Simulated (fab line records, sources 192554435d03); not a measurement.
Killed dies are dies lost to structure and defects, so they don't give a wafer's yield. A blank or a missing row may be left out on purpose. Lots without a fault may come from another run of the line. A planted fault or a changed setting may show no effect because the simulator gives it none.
fab line records | flow n5_finfet
record lots=7 wafers=39
route steps=1938 shown BEOL_M12@1639
start_h: hours from the record's first day to the start of the lot's first wafer shown | wait_h: hours since the lot's step before | " the same as in the row above | L1.1+2: a row that stands for several wafers | - no value, or no start given | * or withheld: withheld | < > ~ a bound
route shown NAME@n: a module of which the file shows steps, and the number in the route of the first | usual: mean/standard deviation of fault-free wafers | same: alike in all rows | chamber/n: place in a boat | sites: the reading at each site | _std_site: their standard deviation | _edge_site: outer sites' mean less inner sites' | radius_mm: how far each site lies from the wafer's centre | mask NAME#n: copy n | behind: the tool/chamber that last shaped the wafer | hold: why the lot was held/for how many hours/how that ended | device: the transistor (n, p or np) that didn't switch | end of line: the same wafers' tests at the end of the route | a step without rows: its recipe alone | killed: dies lost to structure and defects at the first sort, not the wafer's yield | map: a wafer's dies, x killed, . not, _ none there
set.NAME: the setting as run; set.NAME@STEP: as run at that earlier step | model.NAME: the simulator's own value behind a step, which no gauge read
lots whose settings were changed on purpose; a table a step, a row a wafer
## steps
# step N5_BEOL_M12_TRENCH_ETCH_34
# recipe chemistry=C4F8/O2/Ar target=SiOC target_depth_a=3189.5 mask_material=SOC pressure_mtorr=30 source_w=3000 bias_w=700 Ar_flow_sccm=400 C4F8_flow_sccm=15 O2_flow_sccm=8 he_inner_torr=15 he_outer_torr=30 time_s=125.5 ion_energy_ev=250
# columns lot.wafer tool chamber start_h wait_h set.target_depth_a model.etch.depth_nm
L080.1 rie_diel-04 1 330.91 0.0 2540 254.2
L080.2 " 2 " " 2540 247.9
L080.3 " 3 " " 2540 258.3
L080.4 " 0 " " 3189.5 314.8
L080.5 " 3 " " 3189.5 326.2
L080.6 " 2 " " 3189.5 309.7
L082.1 rie_diel-01 2 348.71 0.0 1524 154.4
L082.2 " 1 " " 3189.5 311.5
L082.3 " 3 " " 1524 147.1
L082.4 " 2 " " 3189.5 319.5
L082.5 " 1 " " 1524 149
L082.6 " 3 " " 3189.5 308.8
L086.1 rie_diel-05 1 368.28 0.0 3189.5 315.8
L086.2 " 0 " " 3189.5 317.2
L086.3 " 2 " " 3189.5 311
L086.4 " 3 " " 3189.5 315.3
L086.5 " 2 " " 3189.5 314.9
L086.6 " 1 " " 3189.5 317.8
L087.1 rie_diel-01 2 393.75 0.0 4915 494.3
L087.2 " 3 " " 3189.5 310.1
L087.3 " 1 " " 4915 473.1
L087.4 " 0 " " 4915 507
L087.5 " 1 " " 3189.5 307.1
L087.6 " 2 " " 3189.5 323.6
L091.1 rie_diel-05 3 395.41 0.0 3189.5 311.8
L091.2 " 2 " " 3189.5 313.3
L091.3 " 1 " " 3189.5 317.5
L091.4 " 0 " " 3189.5 317.8
L091.5 " 1 " " 3189.5 320.7
L091.6 " 2 " " 3189.5 315.5
L097.1 rie_diel-01 0 438.46 0.0 3189.5 324.3
L097.4 " 2 " " 3189.5 316.2
L097.6 " 0 " " 3189.5 324.8
L095.1 rie_diel-01 0 472.48 0.0 3189.5 323
L095.2 " 2 " " 3189.5 318.7
L095.3 " 3 " " 3189.5 309.7
L095.4 " 1 " " 3189.5 322.4
L095.5 " 0 " " 3189.5 322.9
L095.6 " 1 " " 3189.5 323.6
# step N5_BEOL_M12_STRIP_70
# recipe chemistry=C4F8/O2/Ar resist=SiARC rf_frequency_hz=6e+07
# step N5_BEOL_M12_OCD_MEAS_35
# usual trench_depth_nm=317/5.7
# columns lot.wafer tool chamber start_h wait_h set.target_depth_a@BEOL_M12_TRENCH_ETCH_34 trench_depth_nm
L080.1 ocd-01 - 331.07 0.0 2540 254
L080.2 " - " " 2540 247
L080.3 " - " " 2540 258
L080.4 " - " " 3189.5 315
L080.5 " - " " 3189.5 326
L080.6 " - " " 3189.5 310
L082.1 ocd-01 - 348.86 0.0 1524 155
L082.2 " - " " 3189.5 312
L082.3 " - " " 1524 147
L082.4 " - " " 3189.5 320
L082.5 " - " " 1524 149
L082.6 " - " " 3189.5 309
L086.1 ocd-02 - 368.43 0.0 3189.5 316
L086.2 " - " " 3189.5 317
L086.3 " - " " 3189.5 311
L086.4 " - " " 3189.5 315
L086.5 " - " " 3189.5 315
L086.6 " - " " 3189.5 318
L087.1 ocd-02 - 393.91 0.0 4915 495
L087.2 " - " " 3189.5 310
L087.3 " - " " 4915 473
L087.4 " - " " 4915 507
L087.5 " - " " 3189.5 307
L087.6 " - " " 3189.5 324
L091.1 ocd-01 - 395.57 0.0 3189.5 312
L091.2 " - " " 3189.5 313
L091.3 " - " " 3189.5 318
L091.4 " - " " 3189.5 318
L091.5 " - " " 3189.5 321
L091.6 " - " " 3189.5 315
L097.1 ocd-02 - 438.61 0.0 3189.5 324
L097.4 " - " " 3189.5 316
L097.6 " - " " 3189.5 325
L095.1 ocd-02 - 472.63 0.0 3189.5 323
L095.2 " - " " 3189.5 319
L095.3 " - " " 3189.5 309
L095.4 " - " " 3189.5 323
L095.5 " - " " 3189.5 322
L095.6 " - " " 3189.5 324
# step N5_BEOL_M12_STRIP_37
# recipe chemistry=N2/H2 power_w=1000 temp_c=250 h2_frac=0.65 overash_fraction=0.3 pressure_mtorr=withheld n2_flow_sccm=1750 h2_flow_sccm=3250
# step N5_BEOL_M12_ETCH_38
# recipe chemistry=CF4/N2 target=SiCN target_depth_a=687 taper_deg=2 time_s=73.4 ion_energy_ev=150 mask_material=SiO2 pressure_mtorr=40 source_w=430 bias_w=70 Ar_flow_sccm=100 cf4_flow_sccm=60 n2_flow_sccm=60
# step N5_BEOL_M12_ECD_47
# recipe material=Cu target_thk_a=7200
# step N5_BEOL_M12_ANNEAL_48
# recipe temp_c=225 time_s=90 ambient=N2
# step N5_BEOL_M12_CMP_49
# recipe stop_on=SiOC t_overpolish_s=20.6 down_force_psi=1 platen_rpm=50 clearing_platen_down_force_psi=1.5 clearing_platen_rpm=50 post_cmp_clean=cu_alkaline target_thk_nm=320 clearing_platen_pad_velocity_m_s=0.99484 pad_velocity_m_s=0.99484
# columns lot.wafer tool chamber start_h wait_h set.target_depth_a@BEOL_M12_TRENCH_ETCH_34 model.Cu_of_BEOL_M12_ECD_47.thk_nm
L080.1 cmp-04 3 332.82 0.3 2540 255.2
L080.3 " 0 " " 2540 260.2
L080.4 " 1 " " 3189.5 312.4
L080.2 " 2 " " 2540 248
L080.6 " 3 " " 3189.5 309.8
L080.5 " 0 " " 3189.5 327.8
L082.4 cmp-03 3 351.25 0.1 3189.5 322.8
L082.2 " 0 " " 3189.5 314.8
L082.3 " 1 " " 1524 149
L082.1 " 2 " " 1524 157.2
L082.6 " 3 " " 3189.5 312.2
L082.5 " 0 " " 1524 152.6
L086.2 cmp-03 2 369.83 0.2 3189.5 319.6
L086.3 " 3 " " 3189.5 312
L086.1 " 0 " " 3189.5 318
L086.4 " 1 " " 3189.5 316.2
L086.5 " 2 " " 3189.5 317.2
L086.6 " 3 " " 3189.5 319.4
L087.1 cmp-04 2 397.68 0.3 4915 495.6
L087.3 " 3 " " 4915 474.8
L087.4 " 0 " " 4915 510.8
L087.2 " 1 " " 3189.5 309
L087.6 " 2 " " 3189.5 325
L087.5 " 3 " " 3189.5 307.6
L091.1 cmp-03 2 397.81 0.3 3189.5 313.8
L091.3 " 3 " " 3189.5 319.4
L091.4 " 0 " " 3189.5 320.6
L091.2 " 1 " " 3189.5 314.6
L091.6 " 2 " " 3189.5 318.8
L091.5 " 3 " " 3189.5 324
L097.1 cmp-01 2 440.52 0.3 3189.5 325.8
L097.4 " 0 " " 3189.5 318.4
L097.6 " 2 " " 3189.5 326
L095.4 cmp-01 2 478.28 0.1 3189.5 323.4
L095.2 " 3 " " 3189.5 320
L095.1 " 0 " " 3189.5 324.2
L095.3 " 1 " " 3189.5 309.6
L095.5+6 " 2,3 " " 3189.5 325
# step N5_BEOL_M12_THK_MEAS_50
# recipe thk_meas_gauge=xrf reads=Cu_of_BEOL_M12_ECD_47
# usual M12_THK=325/6.8
# columns lot.wafer tool chamber start_h wait_h set.target_depth_a@BEOL_M12_TRENCH_ETCH_34 M12_THK[nm]
L080.1 film_metro-01 - 333.12 - 2540 261
L080.2 " - " " 2540 254
L080.3 " - " " 2540 266
L080.4 " - " " 3189.5 320
L080.5 " - " " 3189.5 336
L080.6 " - " " 3189.5 318
L082.1 film_metro-01 - 351.55 - 1524 160
L082.2 " - " " 3189.5 321
L082.3 " - " " 1524 151
L082.4 " - " " 3189.5 329
L082.5 " - " " 1524 155
L082.6 " - " " 3189.5 318
L086.1 film_metro-02 - 370.13 - 3189.5 323
L086.2 " - " " 3189.5 327
L086.3 " - " " 3189.5 318
L086.4 " - " " 3189.5 323
L086.5 " - " " 3189.5 325
L086.6 " - " " 3189.5 325
L087.1 film_metro-02 - 397.98 - 4915 511
L087.2 " - " " 3189.5 316
L087.3 " - " " 4915 486
L087.4 " - " " 4915 524
L087.5 " - " " 3189.5 315
L087.6 " - " " 3189.5 333
L091.1 film_metro-01 - 398.11 - 3189.5 321
L091.2 " - " " 3189.5 320
L091.3 " - " " 3189.5 325
L091.4 " - " " 3189.5 327
L091.5 " - " " 3189.5 331
L091.6 " - " " 3189.5 324
L097.1 film_metro-01 - 440.81 - 3189.5 332
L097.4 " - " " 3189.5 325
L097.6 " - " " 3189.5 333
L095.1 film_metro-01 - 478.57 - 3189.5 331
L095.2 " - " " 3189.5 326
L095.3 " - " " 3189.5 315
L095.4 " - " " 3189.5 328
L095.5 " - " " 3189.5 330
L095.6 " - " " 3189.5 331
# step N5_BEOL_M12_PRE_CLEAN_52
# recipe gas=NH3 time_s=15 temp_c=withheld rf_power_w=300
# step N5_BEOL_M12_DEP_53
# recipe material=SiCN target_thk_a=300 temp_c=withheld precursor=3MS/NH3 pressure_torr=3 rf_w=675 time_s=10.5
# step N5_BEOL_M12_RS_MEAS_54
# recipe thk_meas_gauge=four-point-probe reads=Cu_of_BEOL_M12_ECD_47+Ta_of_BEOL_M12_SPUTTER_44+TaN_of_BEOL_M12_SPUTTER_43
# usual M12_RS=0.0603/0.0012
# columns lot.wafer tool chamber start_h wait_h set.target_depth_a@BEOL_M12_TRENCH_ETCH_34 M12_RS[ohm/sq]
L080.1 film_metro-02 - 333.24 0.0 2540 0.0762
L080.2 " - " " 2540 0.0786
L080.3 " - " " 2540 0.0748
L080.4 " - " " 3189.5 0.0617
L080.5 " - " " 3189.5 0.0587
L080.6 " - " " 3189.5 0.0622
L082.1 film_metro-01 - 351.67 0.0 1524 0.1280
L082.2 " - " " 3189.5 0.0611
L082.3 " - " " 1524 0.1358
L082.4 " - " " 3189.5 0.0595
L082.5 " - " " 1524 0.1323
L082.6 " - " " 3189.5 0.0617
L086.1 film_metro-01 - 370.25 0.0 3189.5 0.0605
L086.2 " - " " 3189.5 0.0601
L086.3 " - " " 3189.5 0.0617
L086.4 " - " " 3189.5 0.0608
L086.5 " - " " 3189.5 0.0604
L086.6 " - " " 3189.5 0.0601
L087.1 film_metro-01 - 398.10 0.0 4915 0.0381
L087.2 " - " " 3189.5 0.0623
L087.3 " - " " 4915 0.0399
L087.4 " - " " 4915 0.0370
L087.5 " - " " 3189.5 0.0627
L087.6 " - " " 3189.5 0.0590
L091.1 film_metro-01 - 398.23 0.0 3189.5 0.0613
L091.2 " - " " 3189.5 0.0611
L091.3 " - " " 3189.5 0.0602
L091.4 " - " " 3189.5 0.0599
L091.5 " - " " 3189.5 0.0592
L091.6 " - " " 3189.5 0.0603
L097.1 film_metro-01 - 440.94 0.0 3189.5 0.0590
L097.4 " - " " 3189.5 0.0604
L097.6 " - " " 3189.5 0.0589
L095.1 film_metro-02 - 478.70 0.0 3189.5 0.0593
L095.2 " - " " 3189.5 0.0602
L095.3 " - " " 3189.5 0.0623
L095.4 " - " " 3189.5 0.0595
L095.5 " - " " 3189.5 0.0592
L095.6 " - " " 3189.5 0.0592
## key
split step=N5_BEOL_M12_TRENCH_ETCH_34 setting=target_depth_a stated=3189.5 by=wafer
response step=N5_BEOL_M12_TRENCH_ETCH_34 reading=model.etch.depth_nm change=+3.2 per=1% r=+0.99
response step=N5_BEOL_M12_OCD_MEAS_35 reading=trench_depth_nm change=+3.21 per=1% r=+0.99
response step=N5_BEOL_M12_CMP_49 reading=model.Cu_of_BEOL_M12_ECD_47.thk_nm change=+3.22 per=1% r=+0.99
response step=N5_BEOL_M12_THK_MEAS_50 reading=M12_THK change=+3.31 per=1% r=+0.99
response step=N5_BEOL_M12_RS_MEAS_54 reading=M12_RS change=-0.000871 per=1% r=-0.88
